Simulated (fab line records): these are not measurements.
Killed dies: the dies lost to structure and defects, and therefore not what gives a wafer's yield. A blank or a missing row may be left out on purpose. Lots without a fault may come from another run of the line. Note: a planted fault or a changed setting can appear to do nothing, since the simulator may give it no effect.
fab line records | flow nand-harc
record: lots: 12 wafers: 36 last-day: 24
route steps=1159 shown A_CONTACT@910 A_BONDPAD@1083 END@1159
lots that met no fault: taken from a fault-free run of the same line
start-h: the number of hours between the record's first day and the start of the first shown wafer of the lot | wait-h: hours from the lot's prior step to this one | " repeats the value in the row above | L1.1+2: a single row standing in for several wafers | - no value present, or no start provided | * or withheld: withheld | < > ~ a bound
route shown NAME@n: NAME is a module with steps in the file, n the number in the route of the first one | usual: the fault-free wafers' mean and standard deviation | same: alike in all rows | chamber/n: place in a boat | sites: each site's reading | _std_site: standard deviation across them | _edge_site: inner sites' mean taken away from outer sites' mean | radius-mm: for every site, how far away it sits from the centre of the wafer | mask NAME#n: copy n | behind: the tool/chamber that last shaped the wafer | hold: why the lot was held/for how many hours/how that ended | device: transistor that didn't switch, given as n, p or np | end of line: tests of these same wafers at the route's end | a step with no rows: only its recipe | killed: the dies lost at the first sort to structure and to defects; this is not the yield of the wafer | map: a wafer's dies, x killed, . not, _ none there
set.NAME: the setting that was run; set.NAME@STEP: the one run at that earlier step | model.NAME: the simulator's own value behind a step, which no gauge read
steps of the route over a sample of lots; a table a step, a row a wafer
services: the hour from which a tool's chamber was out of use, counted from the record's first day as start-h (under 0 if before that day), plus the number of hours and why
== steps ==
step: NHARC_A_CONTACT_ETCH_130
recipe: source-w: withheld pressure-mtorr: 20 bias-v: 1200 time-s: 155 target-depth-a: 9560 ar-flow-sccm: withheld c4f8-flow-sccm: withheld o2-flow-sccm: withheld chemistry: C4F8/O2/Ar
columns lot.wafer tool chamber start-h wait-h rf-hours-counter-h
L818.4 har-cap-etch-01 1 369.34 0.1 -
L818.5 " 0 " " -
L818.6 " 1 " " -
L821.2 har-cap-etch-03 0 384.27 0.1 82
L821.1 " 1 " " 82
L821.6 " 0 " " -
L820.1 har-cap-etch-01 0 385.01 0.1 61
L820.4 " 1 " " -
L820.3 " 0 " " -
L819.4 har-cap-etch-02 0 391.82 0.1 -
L819.6 " 0 " " -
L819.5 " 1 " " -
L826.1 har-cap-etch-03 1 435.09 0.1 91
L826.4 " 1 " " -
L826.5 " 1 " " -
L830.1 har-cap-etch-03 0 458.90 0.1 95
L830.2 " 1 " " 95
L830.6 " 0 " " -
L835.4 har-cap-etch-02 0 472.97 0.1 -
L835.3 " 1 " " -
L835.6 " 1 " " -
L837.1 har-cap-etch-01 0 485.70 0.1 77
L837.3 " 1 " " -
L837.6 " 1 " " -
L838.1 har-cap-etch-02 1 501.25 0.1 32
L838.3 " 1 " " -
L838.4 " 0 " " -
L839.1 har-cap-etch-01 0 503.79 0.1 80
L839.4 " 1 " " -
L839.3 " 0 " " -
L840.2 har-cap-etch-02 0 513.83 0.1 34
L840.4 " 1 " " -
L840.6 " 1 " " -
L841.2 har-cap-etch-02 0 520.93 0.1 35
L841.4 " 0 " " -
L841.5 " 0 " " -
step: NHARC_A_BONDPAD_PRE_CLEAN_26
recipe: time-s: 30 temp-c: 280 gas: H2/He
usual: heater-power-w: 412/28
columns lot.wafer tool chamber start-h wait-h heater-power-w
L818.4 pvd-sputter-01 - - - 413
L818.6 " - " " 386
L818.5 " - " " 397
L821.1 pvd-sputter-01 - - - 402
L821.2 " - " " 403
L821.6 " - " " 401
L820.4 pvd-sputter-03 - - - 408
L820.1 " - " " 429
L820.3 " - " " 369
L819.4 pvd-sputter-01 - - - 383
L819.5 " - " " 390
L819.6 " - " " 449
L826.1 pvd-sputter-02 - - - 380
L826.4 " - " " 460
L826.5 " - " " 363
L830.2 pvd-sputter-03 - - - 389
L830.1 " - " " 428
L830.6 " - " " 405
L835.4 pvd-sputter-02 - - - 472
L835.3 " - " " 439
L835.6 " - " " 378
L837.1 pvd-sputter-02 - - - 423
L837.3 " - " " 377
L837.6 " - " " 382
L838.1 pvd-sputter-03 - - - 429
L838.4 " - " " 411
L838.3 " - " " 400
L839.3 pvd-sputter-01 - - - 394
L839.4 " - " " 430
L839.1 " - " " 425
L840.4 pvd-sputter-02 - - - 365
L840.2 " - " " 467
L840.6 " - " " 435
L841.4 pvd-sputter-03 - - - 414
L841.2 " - " " 393
L841.5 " - " " 409
step: NHARC_A_BONDPAD_PVD_27
recipe: target-thk-a: 300 chamber-pressure-pa: 5 power-w: 5000 substrate-temp-c: 30 time-s: 20.49 material: Cu
usual: throttle-valve-pct: 30.1/1.1
columns lot.wafer tool chamber start-h wait-h throttle-valve-pct
L818.4 pvd-sputter-01 - - - 31.0
L818.6 " - " " 30.7
L818.5 " - " " 31.0
L821.1 pvd-sputter-01 - - - 30.5
L821.2 " - " " 31.0
L821.6 " - " " 30.4
L820.3 pvd-sputter-03 - - - 29.4
L820.4 " - " " 31.6
L820.1 " - " " 30.5
L819.4 pvd-sputter-01 - - - 27.8
L819.6 " - " " 27.6
L819.5 " - " " 30.5
L826.4 pvd-sputter-02 - - - 30.7
L826.1 " - " " 30.2
L826.5 " - " " 28.9
L830.1 pvd-sputter-03 - - - 29.4
L830.2 " - " " 31.5
L830.6 " - " " 31.8
L835.3 pvd-sputter-02 - - - 28.5
L835.4 " - " " 30.7
L835.6 " - " " 30.7
L837.1 pvd-sputter-02 - - - 31.1
L837.3 " - " " 28.6
L837.6 " - " " 30.9
L838.1 pvd-sputter-03 - - - 29.0
L838.4 " - " " 30.9
L838.3 " - " " 29.9
L839.4 pvd-sputter-01 - - - 30.5
L839.3 " - " " 30.0
L839.1 " - " " 31.9
L840.4 pvd-sputter-02 - - - 30.4
L840.2 " - " " 31.1
L840.6 " - " " 28.7
L841.4 pvd-sputter-03 - - - 31.7
L841.2 " - " " 29.4
L841.5 " - " " 29.1
step: NHARC_A_BONDPAD_THK_MEAS_20
recipe: thk-meas-gauge: xrf
usual: thk-nm: 169.7/1.4
columns lot.wafer tool chamber start-h wait-h thk-nm
L818.4 film-metro-02 - 403.39 - 169.2
L818.5 " - " " 170.3
L818.6 " - " " 170.7
L821.1 film-metro-01 - 412.02 - 169.6
L821.2 " - " " 166.7
L821.6 " - " " 167.5
L820.1 film-metro-01 - 415.12 - 169.8
L820.3 " - " " 170.4
L820.4 " - " " 168.5
L819.4 film-metro-02 - 421.77 - 171.0
L819.5 " - " " 169.4
L819.6 " - " " 171.8
L826.1 film-metro-02 - 462.60 - 170.0
L826.4 " - " " 169.7
L826.5 " - " " 167.3
L830.1 film-metro-02 - 490.76 - 168.4
L830.2 " - " " 169.2
L830.6 " - " " 168.3
L835.3 film-metro-01 - 507.87 - 169.3
L835.4 " - " " 170.2
L835.6 " - " " 168.4
L837.1 film-metro-01 - 518.67 - 168.3
L837.3 " - " " 166.6
L837.6 " - " " 167.7
L838.1 film-metro-02 - 532.18 - 168.7
L838.3 " - " " 170.9
L838.4 " - " " 169.9
L839.1 film-metro-02 - 533.63 - 169.5
L839.3 " - " " 166.1
L839.4 " - " " 167.5
L840.2 film-metro-01 - 544.79 - 170.8
L840.4 " - " " 170.5
L840.6 " - " " 170.9
L841.2 film-metro-02 - 555.61 - 170.1
L841.4 " - " " 170.2
L841.5 " - " " 167.1
step: NHARC_END_SORT_01
recipe: temp-c: 25
usual: killed-at-array: 27/11 killed-at-other: 0.8/1.1 killed-at-periphery: 2.8/1.9 killed-dies: 30/11 killed-open: 3.3/1.8 killed-short: 2.3/1.5
same: gross-dies: 677
columns lot.wafer tool chamber start-h wait-h killed-at-array killed-at-other killed-at-periphery killed-dies killed-open killed-short
L830.1 prober-02 0 518.24 2.5 90 0 4 94 3 1
L830.2 prober-02 0 519.07 2.8 16 1 2 19 1 5
L830.6 prober-02 0 522.36 4.1 86 0 1 87 3 1
killed by level:class
L830.1 A_CONTACT:unspecified=76 A_STAIRCASE:chamber-film-flake=4 A_CHANNEL_HOLE_D1:chamber-film-flake=3 A_WL_FILL:chamber-film-flake=3 P_M0:geometric-particle:open=2 A_CONTACT:chamber-film-flake=2 P_CONTACT:geometric-particle:open=1 A_CONTACT:geometric-particle:short=1
L830.2 A_CONTACT:chamber-film-flake=6 A_CHANNEL_HOLE_D1:chamber-film-flake=4 A_ONON_D1:geometric-particle:short=2 P_GATE:geometric-particle:short=1 A_SGD_CUT:geometric-particle:short=1 A_WL_FILL:chamber-film-flake=1 A_M0:geometric-particle:short=1 STARTING-WAFER:geometric-particle:open=1
L830.6 A_CONTACT:unspecified=72 A_CHANNEL_HOLE_D1:chamber-film-flake=3 A_STAIRCASE:chamber-film-flake=3 A_CONTACT:chamber-film-flake=3 A_CHANNEL_FILL_D1:geometric-particle:open=1 A_STAIRCASE:geometric-particle:open=1 A_BLC:geometric-particle:short=1 A_M0:geometric-particle:open=1
== services ==
columns tool chamber start-h hours kind
pvd-sputter-01 - 351.31 3.0 repair
pvd-sputter-03 - 352.54 0.7 repair
pvd-sputter-02 - 392.03 10.0 pm
har-cap-etch-01 - 436.51 0.9 repair
pvd-sputter-01 - 448.04 17.1 repair
pvd-sputter-03 - 458.07 10.0 pm
pvd-sputter-01 - 514.00 10.0 pm
pvd-sputter-01 - 533.83 4.3 repair
pvd-sputter-03 - 540.00 6.7 repair
har-cap-etch-03 - 546.06 17.0 pm
har-cap-etch-03 0 546.06 17.0 vent-cycle
har-cap-etch-03 1 546.06 17.0 vent-cycle
== key ==
first-sign: step: NHARC_END_SORT_01 reading: killed-at-array direction: up sigmas: 5.6 usual: 27 struck: 88
effect: step: NHARC_END_SORT_01 reading: killed-dies direction: up sigmas: 5.5 usual: 30 struck: 90
more-kills-born-at: NHARC_A_CONTACT_ETCH_130@har-cap-etch-03: 148
met-at NHARC_A_CONTACT_ETCH_130
struck-lots L830
struck-wafers L830.1,L830.6
tester-left-out L830
not-acting-at NHARC_A_BONDPAD_PRE_CLEAN_26,NHARC_A_BONDPAD_PVD_27,NHARC_A_BONDPAD_THK_MEAS_20
onset-between 384.27 458.90
fault: kind: chamber-particle-source tool: har-cap-etch-03 chamber: 0 onset-h: 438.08 steps: NHARC_A_CONTACT_ETCH_130 rate-per-visit-cm2: 0.89286 end-h: 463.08
tester-left-out: of these lots the tester's yield and bins aren't shown, on N5 and GAA mostly nor the transistor test; their killed dies are dies lost to structure and defects alone, not to doping, threshold or leakage, so they don't give the yield
